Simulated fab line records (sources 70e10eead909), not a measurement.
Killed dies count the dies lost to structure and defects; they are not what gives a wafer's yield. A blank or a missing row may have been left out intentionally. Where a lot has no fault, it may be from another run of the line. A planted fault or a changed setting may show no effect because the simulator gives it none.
The tool behind it: which one? -- flow nand_harc -- 7 lots with 20 wafers sampled at 2 steps, on a route of 1302 steps

WHAT THE GAUGES READ, wafer by wafer
NHARC_A_ONON_D2_THK_MEAS_11: measures by ellipsometry.
lot,measured,on,thk_nm (nm)
L701,day 12 22:08,film_metro-01,995 995 995
L703,day 13 23:01,film_metro-02,993 991 992
L706,day 14 21:49,film_metro-02,985 984 986
L709,day 16 15:54,film_metro-01,987 989 986
L715,day 19 01:35,film_metro-01,1608 1027
L716,day 19 04:20,film_metro-01,1575 996 998
L722,day 21 08:48,film_metro-02,1013 1014 1013

EACH LOT AND THE TOOL THAT RAN IT (in order: tool; ch and the chambers of the sampled wafers; start)
lot,NHARC_A_ONON_D2_DEP_09
L701,"pecvd_onon-02 ch 0, day 12 21:37"
L703,"pecvd_onon-01 ch 0, day 13 22:31"
L706,"pecvd_onon-01 ch 0, day 14 21:28"
L709,"pecvd_onon-01 ch 0, day 16 15:30"
L715,"pecvd_onon-01 ch 0, day 19 01:11"
L716,"pecvd_onon-01 ch 0, day 19 03:56"
L722,"pecvd_onon-04 ch 0, day 21 08:17"
- NHARC_A_ONON_D2_DEP_09: target thk 1000 nm.

THE ANSWER, worked out from the rows above alone
Rule: the lots themselves supply what counts as usual. Put in order of their means at a reading, lots are off if they are a third of the lots or fewer, leave a main group of 4 or more, and stand apart from it by a gap of 3 or more times the standard deviation of the main group's means; of several such gaps the widest counts. If all means in a main group match to the digits the tables above print for the reading, that group is not used. Also off: a lot with no number at a reading for which 4 or more lots have one. Where the step has rows for the other lots, those lots are counted as sound.
Off at NHARC_A_ONON_D2_THK_MEAS_11 (thk_nm): L715, L716. Mean 995 nm and standard deviation 10 in the main group.
A tool fits if, at a process step before that reading, it ran every lot that is off, and no sound lot after the first of them. Gauges at NHARC_A_ONON_D2_THK_MEAS_11: tried the same way as those tools. Can't be told from this: 2 tools fit, pecvd_onon-01 at NHARC_A_ONON_D2_DEP_09, film_metro-01 at NHARC_A_ONON_D2_THK_MEAS_11.

WHAT THE SIMULATOR HAD INSERTED
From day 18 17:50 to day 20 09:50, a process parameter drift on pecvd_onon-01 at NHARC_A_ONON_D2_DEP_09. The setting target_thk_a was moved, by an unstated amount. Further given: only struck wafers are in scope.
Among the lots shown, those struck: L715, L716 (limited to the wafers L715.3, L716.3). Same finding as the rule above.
